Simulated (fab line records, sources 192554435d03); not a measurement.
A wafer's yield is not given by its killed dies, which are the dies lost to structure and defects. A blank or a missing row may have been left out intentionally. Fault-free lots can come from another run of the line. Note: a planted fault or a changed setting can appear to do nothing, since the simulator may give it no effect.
fab line records + flow n5-finfet
[record]
- lots = 6
- wafers = 16
- last-day = 18
route steps=1938 shown MOL_CONTACT_COAG@530 PASSIVATION@1936
lots that met no fault: from a run of the same line without faults
start-h: hours from the record's opening day to when the first of the lot's shown wafers began + wait-h: how many hours have passed since the lot's step before this one + " identical to the entry in the row above + L1.1+2: a row that stands for several wafers + - no value present, or no start provided + * or withheld: withheld + < > ~ a bound
route shown NAME@n: NAME is a module with steps in the file, n the number in the route of the first one + usual: average and standard deviation across the fault-free wafers + same: alike in all rows + chamber/n: place in a boat + sites: the reading at each site + _std_site: their standard deviation + _edge_site: mean of outer sites minus mean of inner sites + radius-mm: for every site, how far away it sits from the centre of the wafer + mask NAME#n: copy n + behind: the last tool/chamber to shape the wafer + hold: reason for holding the lot/hours on hold/outcome of the hold + device: the n, p or np transistor that did not switch + end of line: the same wafers' tests at the end of the route + for a step that has no rows: nothing shown but its recipe + killed: not the wafer's yield, but the dies lost to structure and defects at the first sort + map: per-die view of a wafer (x killed, . not killed, _ where there is no die)
set.NAME: setting as actually run; set.NAME@STEP: the setting as run at that earlier step + model.NAME: the simulator's own value behind a step, which no gauge read
certain route steps with their lots: each step a table, each wafer a row
services: from which hour (start-h, from the record's first day; less than 0 if before it) a tool's chamber was out of use, for how many hours, and why
[[steps]]
[step N5_MOL_CONTACT_COAG_ETCH_59]
[recipe]
- chemistry = N2/H2
- target = underlayer
- target-depth-a = 130
- mask-material = CAR-EUV
- time-s = 10.4
- ion-energy-ev = 200
- pressure-mtorr = 30
- source-w = 840
- bias-w = 150
- n2-flow-sccm = 200
- h2-flow-sccm = 200
- ends = cleared
[usual]
- drypump-motor-current-A = 5.4/0.43
- etch-rf-on-time-s = 10.5/0.51
- n2-flow-sccm = 200.0/0.67
- oes-product-au = 0.69/0.056
- rf-vpp-V = 525.2/2.4
- showerhead-plenum-p-Torr = 2.60/0.081
- throttle-valve-pct = 17.88/0.29
| lot.wafer | tool        | chamber | start-h | wait-h | drypump-motor-current-A | etch-rf-on-time-s | n2-flow-sccm | oes-product-au | rf-hours-counter-h | rf-vpp-V | showerhead-plenum-p-Torr | throttle-valve-pct |
|-----------|-------------|---------|---------|--------|-------------------------|-------------------|--------------|----------------|--------------------|----------|--------------------------|--------------------|
| L295.4    | rie-diel-02 | 0       | 87.68   | 0.0    | 4.9                     | 10.4              | 199.7        | 0.68           | 126                | 523.4    | 2.57                     | 17.89              |
| L295.5    | "           | 0       | "       | "      | 4.9                     | 10.3              | 200.6        | 0.68           | -                  | 523.5    | 2.57                     | 17.87              |
| L295.6    | "           | 1       | "       | "      | 5.0                     | 11.4              | 200.2        | 0.68           | -                  | 527.4    | 2.70                     | 17.86              |
| L297.1    | rie-diel-05 | 3       | 100.08  | 0.0    | 5.1                     | 10.5              | 199.7        | 0.74           | 52                 | 524.7    | 2.61                     | 18.17              |
| L297.2    | "           | 1       | "       | "      | 5.6                     | 10.1              | 199.5        | 0.69           | 106                | 528.6    | 2.64                     | 17.21              |
| L297.6    | "           | 3       | "       | "      | 5.1                     | 10.4              | 199.8        | 0.75           | -                  | 525.7    | 2.61                     | 18.16              |
| L301.3    | rie-diel-02 | 0       | 131.75  | 0.0    | 4.9                     | 10.3              | 200.6        | 0.66           | 142                | 523.7    | 2.56                     | 17.92              |
| L301.4    | "           | 2       | "       | "      | 6.4                     | 10.7              | 200.2        | 0.71           | 42                 | 526.5    | 2.66                     | 17.52              |
| L301.6    | "           | 1       | "       | "      | 5.0                     | 11.2              | 200.0        | 0.67           | -                  | 526.7    | 2.70                     | 17.89              |
| L311.4    | rie-diel-05 | 0       | 188.06  | 0.0    | 5.4                     | 9.7               | 199.6        | 0.76           | -                  | 521.3    | 2.46                     | 17.92              |
| L311.5    | "           | 3       | "       | "      | 5.1                     | 10.4              | 199.4        | 0.71           | -                  | 524.1    | 2.60                     | 18.21              |
| L312.3    | rie-diel-02 | 0       | 197.12  | 0.0    | 4.9                     | 10.3              | 200.5        | 0.65           | 156                | 524.7    | 2.56                     | 17.93              |
| L312.4    | "           | 3       | "       | "      | 5.2                     | 9.9               | 201.1        | 0.66           | 135                | 524.5    | 2.57                     | 18.00              |
| L317.2    | rie-diel-01 | 0       | 230.07  | 0.0    | 6.1                     | 9.9               | 199.9        | 0.84           | 6                  | 528.2    | 2.72                     | 17.71              |
| L317.3    | "           | 2       | "       | "      | 5.2                     | 11.1              | 199.5        | 0.65           | 105                | 523.6    | 2.57                     | 17.60              |
| L317.5    | "           | 1       | "       | "      | 5.7                     | 10.5              | 200.1        | 0.71           | -                  | 529.1    | 2.71                     | 18.21              |
[step N5_MOL_CONTACT_COAG_ETCH_105]
[recipe]
- chemistry = CF4
- target = SiARC
- target-depth-a = 156
- mask-material = CAR-EUV
- time-s = 26
- ion-energy-ev = 80
- pressure-mtorr = 40
- source-w = 545
- bias-w = 36
- Ar_flow_sccm = 100
- cf4-flow-sccm = 100
- ends = cleared
[usual]
- drypump-motor-current-A = 5.4/0.43
- etch-rf-on-time-s = 26.3/1.2
- mfc-ar-sccm = 100.00/0.3
- oes-product-au = 0.69/0.056
- rf-vpp-V = 184.6/1.1
- showerhead-plenum-p-Torr = 2.18/0.068
- throttle-valve-pct = 15.57/0.22
| lot.wafer | tool        | chamber | start-h | wait-h | drypump-motor-current-A | etch-rf-on-time-s | mfc-ar-sccm | oes-product-au | rf-hours-counter-h | rf-vpp-V | showerhead-plenum-p-Torr | throttle-valve-pct |
|-----------|-------------|---------|---------|--------|-------------------------|-------------------|-------------|----------------|--------------------|----------|--------------------------|--------------------|
| L295.4    | rie-diel-02 | 0       | 87.70   | 0.0    | 4.9                     | 25.6              | 100.06      | 0.68           | 126                | 183.9    | 2.14                     | 15.46              |
| L295.5    | "           | 0       | "       | "      | 4.9                     | 25.5              | 100.21      | 0.68           | -                  | 183.5    | 2.14                     | 15.45              |
| L295.6    | "           | 1       | "       | "      | 5.0                     | 28.0              | 100.40      | 0.68           | -                  | 186.4    | 2.27                     | 15.51              |
| L297.1    | rie-diel-05 | 3       | 100.10  | 0.0    | 5.1                     | 26.2              | 99.99       | 0.74           | 52                 | 185.4    | 2.18                     | 15.60              |
| L297.2    | "           | 1       | "       | "      | 5.6                     | 25.8              | 100.11      | 0.68           | 106                | 185.2    | 2.24                     | 15.17              |
| L297.6    | "           | 3       | "       | "      | 5.1                     | 26.3              | 100.21      | 0.74           | -                  | 185.8    | 2.17                     | 15.61              |
| L301.3    | rie-diel-02 | 0       | 131.77  | 0.0    | 4.8                     | 25.8              | 100.02      | 0.66           | 142                | 183.9    | 2.14                     | 15.50              |
| L301.4    | "           | 2       | "       | "      | 6.3                     | 26.7              | 100.36      | 0.73           | 42                 | 185.2    | 2.26                     | 15.48              |
| L301.6    | "           | 1       | "       | "      | 4.9                     | 27.9              | 99.96       | 0.67           | -                  | 185.3    | 2.26                     | 15.53              |
| L311.4    | rie-diel-05 | 0       | 188.09  | 0.0    | 5.4                     | 24.4              | 100.10      | 0.77           | -                  | 183.0    | 2.09                     | 15.61              |
| L311.5    | "           | 3       | "       | "      | 5.1                     | 25.7              | 100.17      | 0.71           | -                  | 183.5    | 2.16                     | 15.68              |
| L312.3    | rie-diel-02 | 0       | 197.14  | 0.0    | 4.9                     | 25.8              | 100.33      | 0.66           | 157                | 183.0    | 2.13                     | 15.52              |
| L312.4    | "           | 3       | "       | "      | 5.2                     | 24.4              | 100.07      | 0.67           | 135                | 185.0    | 2.15                     | 15.73              |
| L317.2    | rie-diel-01 | 0       | 230.09  | 0.0    | 6.1                     | 25.0              | 99.80       | 0.83           | 6                  | 186.0    | 2.25                     | 15.30              |
| L317.3    | "           | 2       | "       | "      | 5.2                     | 27.8              | 99.15       | 0.65           | 105                | 184.1    | 2.15                     | 15.27              |
| L317.5    | "           | 1       | "       | "      | 5.7                     | 26.7              | 99.59       | 0.72           | -                  | 186.4    | 2.26                     | 15.79              |
[step N5_MOL_CONTACT_COAG_ETCH_106]
[recipe]
- chemistry = N2/H2
- target = SOC
- target-depth-a = 800
- overetch-a = 160
- mask-material = SiARC
- temp-c = 40
- time-s = 120
- ion-energy-ev = 200
- pressure-mtorr = 30
- source-w = 840
- bias-w = 150
- n2-flow-sccm = 200
- h2-flow-sccm = 200
[step N5_MOL_CONTACT_COAG_STRIP_107]
[recipe]
- chemistry = N2/H2
- temp-c = 40
- n2-flow-sccm = 200
- h2-flow-sccm = 200
- rf-frequency-hz = 6e+07
[step N5_MOL_CONTACT_COAG_STRIP_108]
[recipe]
- chemistry = N2/H2
- temp-c = 40
- n2-flow-sccm = 200
- h2-flow-sccm = 200
- rf-frequency-hz = 6e+07
[step N5_MOL_CONTACT_COAG_CONTACT_ETCH_14]
[recipe]
- chemistry = C4F6/O2
- target = SiO2
- target-depth-a = 275
- overetch-a = 85
- mask-material = SOC
- pressure-mtorr = 30
- source-w = 370
- bias-w = 185
- Ar_flow_sccm = 300
- C4F6_flow_sccm = 16
- O2_flow_sccm = 10
- time-s = 20
- ion-energy-ev = 259.6
[usual]
- drypump-motor-current-A = 5.4/0.43
- mfc-ar-sccm = 300.0/0.89
- oes-product-au = 0.69/0.05
- rf-vpp-V = 694/3
- showerhead-plenum-p-Torr = 2.93/0.099
- throttle-valve-pct = 21.26/0.25
| lot.wafer | tool        | chamber | start-h | wait-h | drypump-motor-current-A | mfc-ar-sccm | oes-product-au | rf-hours-counter-h | rf-vpp-V | showerhead-plenum-p-Torr | throttle-valve-pct |
|-----------|-------------|---------|---------|--------|-------------------------|-------------|----------------|--------------------|----------|--------------------------|--------------------|
| L295.4    | rie-diel-02 | 0       | 87.83   | 0.0    | 4.9                     | 298.8       | 0.67           | 126                | 694      | 2.86                     | 20.98              |
| L295.5    | "           | 0       | "       | "      | 4.9                     | 299.7       | 0.67           | -                  | 693      | 2.86                     | 20.98              |
| L295.6    | "           | 1       | "       | "      | 5.0                     | 300.3       | 0.72           | -                  | 698      | 3.06                     | 21.33              |
| L297.1    | rie-diel-05 | 3       | 100.22  | 0.0    | 5.1                     | 300.8       | 0.74           | 52                 | 694      | 2.91                     | 21.27              |
| L297.2    | "           | 1       | "       | "      | 5.6                     | 300.2       | 0.68           | 106                | 697      | 3.03                     | 20.84              |
| L297.6    | "           | 3       | "       | "      | 5.1                     | 301.2       | 0.75           | -                  | 695      | 2.91                     | 21.26              |
| L301.3    | rie-diel-02 | 0       | 131.90  | 0.0    | 4.9                     | 299.4       | 0.66           | 142                | 692      | 2.85                     | 21.00              |
| L301.4    | "           | 2       | "       | "      | 6.4                     | 300.6       | 0.73           | 42                 | 699      | 3.07                     | 21.37              |
| L301.6    | "           | 1       | "       | "      | 5.0                     | 300.4       | 0.70           | -                  | 698      | 3.06                     | 21.36              |
| L311.4    | rie-diel-05 | 0       | 188.21  | 0.0    | 5.4                     | 299.0       | 0.74           | -                  | 692      | 2.81                     | 21.41              |
| L311.5    | "           | 3       | "       | "      | 5.1                     | 301.3       | 0.71           | -                  | 694      | 2.90                     | 21.31              |
| L312.3    | rie-diel-02 | 0       | 197.27  | 0.0    | 4.9                     | 300.6       | 0.64           | 157                | 693      | 2.85                     | 21.01              |
| L312.4    | "           | 3       | "       | "      | 5.2                     | 298.4       | 0.65           | 135                | 693      | 2.89                     | 21.37              |
| L317.2    | rie-diel-01 | 0       | 230.22  | 0.0    | 6.0                     | 301.7       | 0.81           | 6                  | 699      | 3.03                     | 20.98              |
| L317.3    | "           | 2       | "       | "      | 5.2                     | 301.0       | 0.67           | 105                | 692      | 2.89                     | 20.87              |
| L317.5    | "           | 1       | "       | "      | 5.7                     | 299.8       | 0.73           | -                  | 699      | 3.04                     | 21.54              |
[step N5_MOL_CONTACT_COAG_STRIP_109]
[recipe]
- chemistry = C4F6/O2
- resist = SiARC
- rf-frequency-hz = 6e+07
[step N5_MOL_CONTACT_COAG_ETCH_15]
[recipe]
- chemistry = CH3F/O2
- target = SiNx
- target-depth-a = 70
- mask-material = SOC
- stop-on = Si:P
- over-etch-frac = 0.75
- ion-energy-ev = 120
- pressure-mtorr = 30
- source-w = 395
- bias-w = 73
- Ar_flow_sccm = 150
- CH3F_flow_sccm = 30
- O2_flow_sccm = 20
[usual]
- drypump-motor-current-A = 5.4/0.43
- mfc-ar-sccm = 149.9/0.49
- oes-product-au = 0.59/0.043
- rf-vpp-V = 301/5.8
- showerhead-plenum-p-Torr = 2.04/0.072
- throttle-valve-pct = 16.30/0.21
| lot.wafer | tool        | chamber | start-h | wait-h | drypump-motor-current-A | mfc-ar-sccm | oes-product-au | rf-hours-counter-h | rf-vpp-V | showerhead-plenum-p-Torr | throttle-valve-pct |
|-----------|-------------|---------|---------|--------|-------------------------|-------------|----------------|--------------------|----------|--------------------------|--------------------|
| L295.4    | rie-diel-02 | 0       | 87.87   | 0.0    | 4.9                     | 150.0       | 0.57           | 126                | 308      | 1.99                     | 16.13              |
| L295.5    | "           | 0       | "       | "      | 4.9                     | 150.2       | 0.57           | -                  | 307      | 1.99                     | 16.12              |
| L295.6    | "           | 1       | "       | "      | 5.0                     | 149.5       | 0.61           | -                  | 298      | 2.13                     | 16.27              |
| L297.1    | rie-diel-05 | 3       | 100.26  | 0.0    | 5.1                     | 149.9       | 0.64           | 52                 | 304      | 2.02                     | 16.30              |
| L297.2    | "           | 1       | "       | "      | 5.6                     | 149.7       | 0.58           | 106                | 312      | 2.11                     | 15.94              |
| L297.6    | "           | 3       | "       | "      | 5.1                     | 150.3       | 0.65           | -                  | 305      | 2.02                     | 16.30              |
| L301.3    | rie-diel-02 | 0       | 131.93  | 0.0    | 4.9                     | 149.6       | 0.57           | 142                | 307      | 1.98                     | 16.14              |
| L301.4    | "           | 2       | "       | "      | 6.3                     | 150.3       | 0.63           | 42                 | 293      | 2.14                     | 16.34              |
| L301.6    | "           | 1       | "       | "      | 5.0                     | 150.6       | 0.59           | -                  | 298      | 2.12                     | 16.30              |
| L311.4    | rie-diel-05 | 0       | 188.27  | 0.0    | 5.4                     | 149.9       | 0.64           | -                  | 291      | 1.95                     | 16.38              |
| L311.5    | "           | 3       | "       | "      | 5.1                     | 149.0       | 0.61           | -                  | 305      | 2.01                     | 16.36              |
| L312.3    | rie-diel-02 | 0       | 197.31  | 0.0    | 4.9                     | 149.2       | 0.56           | 157                | 306      | 1.98                     | 16.17              |
| L312.4    | "           | 3       | "       | "      | 5.2                     | 150.7       | 0.55           | 135                | 298      | 2.01                     | 16.45              |
| L317.2    | rie-diel-01 | 0       | 230.26  | 0.0    | 6.1                     | 150.2       | 0.70           | 6                  | 309      | 2.11                     | 16.04              |
| L317.3    | "           | 2       | "       | "      | 5.2                     | 149.9       | 0.58           | 105                | 303      | 2.00                     | 15.96              |
| L317.5    | "           | 1       | "       | "      | 5.7                     | 149.9       | 0.62           | -                  | 306      | 2.12                     | 16.55              |
[step N5_MOL_CONTACT_COAG_ETCH_110]
[recipe]
- chemistry = CF4/O2
- target = Si
- target-depth-a = 25
- time-s = 8
- pressure-mtorr = 100
- source-w = 200
- bias-w = 12
- ion-energy-ev = 60
- Ar_flow_sccm = 100
- cf4-flow-sccm = 100
- O2_flow_sccm = 10
[step N5_MOL_CONTACT_COAG_STRIP_98]
[recipe]
- chemistry = N2/H2
- power-w = 500
- temp-c = 40
- pressure-mtorr = 50
- rf-frequency-hz = 6e+07
- overash-fraction = 0.3
- bias-power-w = 8
- h2-frac = 0.5
- n2-flow-sccm = 300
- h2-flow-sccm = 300
[usual]
- drypump-motor-current-A = 5.4/0.43
- n2-flow-sccm = 300.0/0.98
- oes-product-au = 0.81/0.064
- rf-vpp-V = 54.3/1.4
- showerhead-plenum-p-Torr = 3.43/0.1
- throttle-valve-pct = 19.1/0.45
| lot.wafer | tool        | chamber | start-h | wait-h | drypump-motor-current-A | n2-flow-sccm | oes-product-au | rf-hours-counter-h | rf-vpp-V | showerhead-plenum-p-Torr | throttle-valve-pct |
|-----------|-------------|---------|---------|--------|-------------------------|--------------|----------------|--------------------|----------|--------------------------|--------------------|
| L295.4    | rie-diel-02 | 0       | 87.98   | 0.0    | 4.9                     | 299.6        | 0.80           | 126                | 55.2     | 3.39                     | 19.0               |
| L295.5    | "           | 0       | "       | "      | 4.9                     | 299.7        | 0.80           | -                  | 57.4     | 3.39                     | 19.0               |
| L295.6    | "           | 1       | "       | "      | 5.0                     | 300.0        | 0.81           | -                  | 54.0     | 3.56                     | 19.0               |
| L297.1    | rie-diel-05 | 3       | 100.37  | 0.0    | 5.1                     | 298.6        | 0.86           | 52                 | 52.3     | 3.45                     | 19.6               |
| L297.2    | "           | 1       | "       | "      | 5.6                     | 300.2        | 0.80           | 106                | 53.3     | 3.48                     | 18.1               |
| L297.6    | "           | 3       | "       | "      | 5.1                     | 298.6        | 0.88           | -                  | 54.3     | 3.45                     | 19.6               |
| L301.3    | rie-diel-02 | 0       | 132.04  | 0.0    | 4.9                     | 298.8        | 0.77           | 142                | 53.1     | 3.38                     | 19.0               |
| L301.4    | "           | 2       | "       | "      | 6.4                     | 299.6        | 0.88           | 42                 | 53.1     | 3.51                     | 18.4               |
| L301.6    | "           | 1       | "       | "      | 5.0                     | 301.3        | 0.81           | -                  | 54.2     | 3.55                     | 18.9               |
| L311.4    | rie-diel-05 | 0       | 188.36  | 0.0    | 5.4                     | 299.1        | 0.86           | -                  | 54.4     | 3.25                     | 19.3               |
| L311.5    | "           | 3       | "       | "      | 5.1                     | 298.3        | 0.84           | -                  | 52.5     | 3.43                     | 19.7               |
| L312.3    | rie-diel-02 | 0       | 197.41  | 0.0    | 4.9                     | 299.4        | 0.77           | 157                | 52.5     | 3.38                     | 19.1               |
| L312.4    | "           | 3       | "       | "      | 5.2                     | 301.1        | 0.75           | 135                | 55.2     | 3.39                     | 19.1               |
| L317.2    | rie-diel-01 | 0       | 230.37  | 0.0    | 6.1                     | 300.4        | 0.97           | 6                  | 53.9     | 3.58                     | 18.9               |
| L317.3    | "           | 2       | "       | "      | 5.2                     | 299.5        | 0.79           | 105                | 54.9     | 3.40                     | 18.6               |
| L317.5    | "           | 1       | "       | "      | 5.7                     | 298.8        | 0.86           | -                  | 53.2     | 3.57                     | 19.5               |
[step N5_MOL_CONTACT_COAG_CD_MEAS_99]
[recipe]
- target-cd-nm = 17.2
- polarity = opening
[usual]
- cd-nm = 17.3/0.42
| lot.wafer | tool      | chamber | start-h | wait-h | cd-nm |
|-----------|-----------|---------|---------|--------|-------|
| L295.4    | cd-sem-03 | -       | 88.05   | -      | 17.9  |
| L295.5    | "         | -       | "       | "      | 18.1  |
| L295.6    | "         | -       | "       | "      | 17.1  |
| L297.1    | cd-sem-03 | -       | 100.44  | -      | 17.3  |
| L297.2    | "         | -       | "       | "      | 17.9  |
| L297.6    | "         | -       | "       | "      | 17.4  |
| L301.3    | cd-sem-03 | -       | 132.11  | -      | 17.3  |
| L301.4    | "         | -       | "       | "      | 17.7  |
| L301.6    | "         | -       | "       | "      | 16.6  |
| L311.4    | cd-sem-01 | -       | 188.42  | -      | 17.6  |
| L311.5    | "         | -       | "       | "      | 18.0  |
| L312.3    | cd-sem-02 | -       | 197.49  | -      | 17.1  |
| L312.4    | "         | -       | "       | "      | 17.4  |
| L317.2    | cd-sem-03 | -       | 230.44  | -      | 17.4  |
| L317.3    | "         | -       | "       | "      | 17.1  |
| L317.5    | "         | -       | "       | "      | 16.7  |
[step N5_MOL_CONTACT_COAG_IMPLANT_129]
[recipe]
- species = Ge
- energy-kev = 3
- dose-cm2 = 6e+14
- tilt-deg = 0
- rotation-deg = 0
[step N5_MOL_CONTACT_COAG_PRECLEAN_111]
[recipe]
- chemistry = NF3:NH3
- afs-cycles = 1
- temp-c = 30
- time-s = 20
- sublimation-temp-c = 180
- sublimation-time-s = 60
- pressure-torr = 3
- rf-power-w = 30
[usual]
- sublimation-temp-c = 180.00/0.14
- time-s = 20/0
| lot.wafer | tool             | chamber | start-h | wait-h | sublimation-temp-c | time-s |
|-----------|------------------|---------|---------|--------|--------------------|--------|
| L295.4    | remote-plasma-02 | 1       | 88.42   | 0.2    | 179.90             | 20     |
| L295.5    | "                | 1       | "       | "      | 179.90             | 20     |
| L295.6    | "                | 1       | "       | "      | 179.92             | 20     |
| L297.1    | remote-plasma-01 | 0       | 100.76  | 0.3    | 179.97             | 20     |
| L297.2    | "                | 0       | "       | "      | 179.78             | 20     |
| L297.6    | "                | 0       | "       | "      | 180.01             | 20     |
| L301.3    | remote-plasma-02 | 1       | 133.50  | 1.3    | 180.01             | 20     |
| L301.4    | "                | 1       | "       | "      | 179.90             | 20     |
| L301.6    | "                | 1       | "       | "      | 179.90             | 20     |
| L311.4    | remote-plasma-01 | 1       | 188.75  | 0.2    | 179.84             | 18.964 |
| L311.5    | "                | 1       | "       | "      | 180.08             | 20     |
| L312.3    | remote-plasma-01 | 1       | 197.84  | 0.2    | 180.00             | 18.964 |
| L312.4    | "                | 1       | "       | "      | 179.73             | 18.964 |
| L317.2    | remote-plasma-02 | 0       | 230.72  | 0.2    | 179.96             | 20     |
| L317.3    | "                | 0       | "       | "      | 179.78             | 20     |
| L317.5    | "                | 0       | "       | "      | 179.91             | 20     |
[step N5_MOL_CONTACT_COAG_TI_SIL_19]
[recipe]
- material = Ti
- target-thk-a = 42
- temp-c = 200
- chamber-pressure-pa = 5
- power-w = 5000
- time-s = 15
[step N5_PASSIVATION_PROBE_49]
[usual]
- killed_at_M0_to_M3 = 34/10
- killed_at_M4_up = 13/5.4
- killed-at-contacts = 13/6
- killed-at-front-end = 42/13
- killed-at-other = 4/3.2
- killed-dies = 107/18
- killed-open = 69/14
- killed-short = 35/7.7
[same]
- gross-dies = 1180
- killed-at-back-side = 0
| lot.wafer | tool      | chamber | start-h | wait-h | killed_at_M0_to_M3 | killed_at_M4_up | killed-at-contacts | killed-at-front-end | killed-at-other | killed-dies | killed-open | killed-short |
|-----------|-----------|---------|---------|--------|--------------------|-----------------|--------------------|---------------------|-----------------|-------------|-------------|--------------|
| L297.1    | prober-01 | -       | 287.51  | 0.0    | 33                 | 15              | 13                 | 32                  | 10              | 103         | 64          | 32           |
| L297.2    | prober-01 | -       | 287.56  | 0.1    | 21                 | 8               | 9                  | 38                  | 4               | 80          | 46          | 32           |
| L297.6    | prober-01 | -       | 287.76  | 0.3    | 37                 | 6               | 26                 | 35                  | 2               | 106         | 66          | 40           |
| L311.4    | prober-02 | -       | 374.81  | 0.2    | 41                 | 23              | 7                  | 63                  | 3               | 137         | 88          | 34           |
| L312.3    | prober-01 | -       | 388.70  | 0.1    | 44                 | 24              | 9                  | 29                  | 2               | 108         | 79          | 24           |
// killed by level:class
L297.1 FIN_SAQP:geometric-particle:short=9 MOL_CONTACT_COAG:geometric-particle:open=8 BEOL_M0_SAQP:geometric-particle:open=7 BEOL_M1:geometric-particle:open=6 BEOL_M4:geometric-particle:open=6 BEOL_M5:geometric-particle:open=6 MOL_CONTACT_COAG:geometric-particle:short=5 BEOL_M0_SAQP:geometric-particle:short=5
L297.2 FIN_SAQP:geometric-particle:open=9 MOL_CONTACT_COAG:geometric-particle:open=9 GATE_CUT:geometric-particle:short=8 STARTING-WAFER:geometric-particle:short=7 FIN_SAQP:geometric-particle:short=6 BEOL_M1:geometric-particle:open=6 BEOL_M2:geometric-particle:open=4 BEOL_M0_SAQP:geometric-particle:open=3
L297.6 MOL_CONTACT_COAG:geometric-particle:open=21 FIN_SAQP:geometric-particle:short=8 BEOL_M1:geometric-particle:short=8 BEOL_M1:geometric-particle:open=7 FIN_SAQP:geometric-particle:open=6 GATE_CUT:geometric-particle:short=5 MOL_CONTACT_COAG:geometric-particle:short=5 BEOL_M2:geometric-particle:open=5
L311.4 STI_FIN_REVEAL:geometric-particle:open=15 BEOL_M4:geometric-particle:open=13 FIN_CUT:area-etch=10 BEOL_M3:geometric-particle:open=9 BEOL_M0_SAQP:geometric-particle:open=8 BEOL_M0_SAQP:geometric-particle:short=7 BEOL_M1:geometric-particle:open=7 FIN_SAQP:geometric-particle:open=6
L312.3 BEOL_M4:geometric-particle:open=20 BEOL_M0_SAQP:geometric-particle:open=11 FIN_SAQP:geometric-particle:open=8 BEOL_M0_SAQP:geometric-particle:short=8 BEOL_M2:geometric-particle:open=7 MOL_CONTACT_COAG:geometric-particle:open=6 BEOL_M3:geometric-particle:open=6 GATE_CUT:geometric-particle:short=5
[[services]]
| tool             | chamber | start-h | hours | kind                          |
|------------------|---------|---------|-------|-------------------------------|
| rie-diel-01      | 1       | 76.89   | -     | clean                         |
| rie-diel-01      | 1       | 76.89   | -     | consumable-replace:focus-ring |
| rie-diel-01      | 1       | 76.89   | -     | consumable-replace:showerhead |
| rie-diel-01      | 1       | 76.89   | 15.8  | scheduled-down                |
| rie-diel-01      | 1       | 76.89   | 15.8  | vent-cycle                    |
| rie-diel-05      | -       | 112.03  | 4.3   | pm                            |
| rie-diel-02      | 2       | 136.70  | 8.8   | repair                        |
| rie-diel-02      | -       | 154.74  | 14.6  | pm                            |
| rie-diel-05      | 2       | 159.38  | 5.2   | repair                        |
| rie-diel-02      | 1       | 170.92  | 3.2   | repair                        |
| rie-diel-05      | 2       | 185.33  | -     | clean                         |
| rie-diel-05      | 2       | 185.33  | -     | consumable-replace:focus-ring |
| rie-diel-05      | 2       | 185.33  | 22.6  | scheduled-down                |
| rie-diel-05      | 2       | 185.33  | 22.6  | vent-cycle                    |
| rie-diel-01      | 0       | 194.65  | -     | clean                         |
| rie-diel-01      | 0       | 194.65  | -     | consumable-replace:focus-ring |
| rie-diel-01      | 0       | 194.65  | -     | consumable-replace:showerhead |
| rie-diel-01      | 0       | 194.65  | 18.3  | scheduled-down                |
| rie-diel-01      | 0       | 194.65  | 18.3  | vent-cycle                    |
| rie-diel-02      | -       | 201.05  | 2.8   | pm                            |
| remote-plasma-01 | -       | 211.14  | 0.6   | repair                        |
| remote-plasma-02 | -       | 213.92  | 6.2   | repair                        |
[[key]]
[first-sign]
- step = N5_MOL_CONTACT_COAG_PRECLEAN_111
- reading = time-s
- direction = down
- sigmas = 99+
- usual = *
- struck = *
effect none on later readings
met-at N5_MOL_CONTACT_COAG_PRECLEAN_111
struck-wafers L311.4,L312.3,L312.4
tester-left-out L311,L312
[baseline-loss]
- step = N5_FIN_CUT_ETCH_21
- wafers = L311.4
onset-between 100.76 188.75
[fault]
- kind = process-parameter-drift
- tool = remote-plasma-01
- chamber = -
- onset-h = 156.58
- steps = N5_MOL_CONTACT_COAG_PRECLEAN_111
- channel = time-s
- offset = *
- shape = step
- end-h = 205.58
- scope = struck-wafers-only
- acts-in = *
- stated = *
// tester-left-out: of these lots the tester's yield and bins aren't shown, on N5 and GAA mostly nor the transistor test; their killed dies are dies lost to structure and defects alone, not to doping, threshold or leakage, so they don't give the yield
// baseline-loss: these wafers lose ten dies or more at that step, a loss of the line's own and not of a fault; the sort's usual values leave them out
